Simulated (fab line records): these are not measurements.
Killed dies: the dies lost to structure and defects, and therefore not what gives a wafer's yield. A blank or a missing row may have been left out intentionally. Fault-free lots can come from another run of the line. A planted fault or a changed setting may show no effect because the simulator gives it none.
Lot-split experiment | flow n5-finfet | on a route of 1938 steps: 7 lots, 39 wafers read

## ABOUT THE SPLIT
At N5_MOL_CONTACT_COAG_EXPOSE_81 (exposes mask VG, defocus 0 nm), the setting dose-mj was moved away from the recipe's 59.5 on 15 of the 39 wafers read, by -5.9% to -3.2%. The other wafers ran this setting at the recipe's value.

## FROM THE SPLIT TO THE READING: what the file shows between them, 2 steps
- N5_MOL_CONTACT_COAG_PEB_82: peb time 60 s
- N5_MOL_CONTACT_COAG_DEVELOP_83: develop time 30 s

## THE READING
At N5_MOL_CONTACT_COAG_CD_MEAS_84: cd-nm in nanometres, against a target cd of 25.1 nm. A value of 25.07 nm with a standard deviation of 0.25 nm is what fault-free wafers of this fab line usually give.

wafer  | tool, chamber at the split | dose-mj as run | against the recipe | cd-nm, nm | against lot-mates on the recipe
L078.1 | euv-scanner-01, 0          | 59.5           | recipe             | 24.57     | -
L078.2 | euv-scanner-01, 0          | 55.99          | -5.9%              | 23.68     | -1.25
L078.3 | euv-scanner-01, 0          | 55.99          | -5.9%              | 23.75     | -1.18
L078.4 | euv-scanner-01, 0          | 59.5           | recipe             | 25.26     | -
L078.5 | euv-scanner-01, 0          | 55.99          | -5.9%              | 23.75     | -1.18
L078.6 | euv-scanner-01, 0          | 59.5           | recipe             | 24.97     | -
L079.1 | euv-scanner-01, 0          | 59.5           | recipe             | 25.21     | -
L079.2 | euv-scanner-01, 0          | 59.5           | recipe             | 25.70     | -
L079.5 | euv-scanner-01, 0          | 59.5           | recipe             | 25.40     | -
L080.1 | euv-scanner-01, 0          | 59.5           | recipe             | 24.94     | -
L080.2 | euv-scanner-01, 0          | 59.5           | recipe             | 24.94     | -
L080.3 | euv-scanner-01, 0          | 57.25          | -3.8%              | 24.17     | -0.66
L080.4 | euv-scanner-01, 0          | 57.25          | -3.8%              | 24.45     | -0.38
L080.5 | euv-scanner-01, 0          | 57.25          | -3.8%              | 24.41     | -0.42
L080.6 | euv-scanner-01, 0          | 59.5           | recipe             | 24.61     | -
L088.1 | euv-scanner-02, 0          | 56.82          | -4.5%              | 23.90     | -1.12
L088.2 | euv-scanner-02, 0          | 56.82          | -4.5%              | 24.23     | -0.79
L088.3 | euv-scanner-02, 0          | 56.82          | -4.5%              | 24.10     | -0.92
L088.4 | euv-scanner-02, 0          | 59.5           | recipe             | 24.99     | -
L088.5 | euv-scanner-02, 0          | 59.5           | recipe             | 24.91     | -
L088.6 | euv-scanner-02, 0          | 59.5           | recipe             | 25.15     | -
L092.1 | euv-scanner-01, 0          | 57.6           | -3.2%              | 24.57     | -0.79
L092.2 | euv-scanner-01, 0          | 59.5           | recipe             | 25.42     | -
L092.3 | euv-scanner-01, 0          | 59.5           | recipe             | 25.38     | -
L092.4 | euv-scanner-01, 0          | 57.6           | -3.2%              | 24.32     | -1.04
L092.5 | euv-scanner-01, 0          | 59.5           | recipe             | 25.28     | -
L092.6 | euv-scanner-01, 0          | 57.6           | -3.2%              | 24.12     | -1.24
L095.1 | euv-scanner-02, 0          | 59.5           | recipe             | 25.03     | -
L095.2 | euv-scanner-02, 0          | 57.1           | -4.0%              | 24.50     | -0.60
L095.3 | euv-scanner-02, 0          | 59.5           | recipe             | 25.13     | -
L095.4 | euv-scanner-02, 0          | 59.5           | recipe             | 25.14     | -
L095.5 | euv-scanner-02, 0          | 57.1           | -4.0%              | 24.20     | -0.90
L095.6 | euv-scanner-02, 0          | 57.1           | -4.0%              | 24.09     | -1.01
L096.1 | euv-scanner-02, 0          | 59.5           | recipe             | 24.95     | -
L096.2 | euv-scanner-02, 0          | 59.5           | recipe             | 25.12     | -
L096.3 | euv-scanner-02, 0          | 59.5           | recipe             | 25.13     | -
L096.4 | euv-scanner-02, 0          | 59.5           | recipe             | 25.09     | -
L096.5 | euv-scanner-02, 0          | 59.5           | recipe             | 24.47     | -
L096.6 | euv-scanner-02, 0          | 59.5           | recipe             | 25.05     | -

THE FIT
A straight line over all 39 wafers: cd-nm changes by +0.219 nm for each +1% of dose-mj; r = +0.90; the points scatter about the line by 0.24 nm.
The same after taking each lot's own level away (the mean of its wafers on the recipe; 39 wafers): +0.205 nm for each +1%; r = +0.90; scatter 0.22 nm.
On that fit, the largest move of dose-mj shifts the reading by 1.2 nm.
The lots' own levels span 24.830 to 25.437 nm, that is 2.4 times the standard deviation above.
Hence the lot-to-lot level has little effect on the slope; both slopes agree.
Check: for one of the wafers moved furthest among these (-5.9%), held out of the fit, the line's prediction against its lot-mates is -1.21 nm. It came out at -1.25 nm against them.

## THESE WAFERS: OTHER SPLITS
Other splits were also applied to these wafers ahead of the reading. Each is held against what the fit with the lots' levels taken away leaves over:
other split on the same wafers          | wafers away from the commonest value | r with cd-nm (lot level and that fit taken away)
N5_ZERO_LAYER_PECVD_02 target-thk-a     | 15                                   | -0.28
N5_WELL_APT_EXPOSE_05 dose-mj           | 12                                   | +0.25
N5_FIN_SAQP_SPACER2_ALD_28 target-thk-a | 6                                    | -0.19
N5_FIN_CUT_CUT_ETCH_26 source-w         | 12                                   | +0.11
N5_DUMMY_GATE_ETCH_44 target-depth-a    | 18                                   | -0.06

## THE FILE'S OWN FIT
cd-nm changes by +0.207 nm for each +1% of dose-mj, r = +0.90.
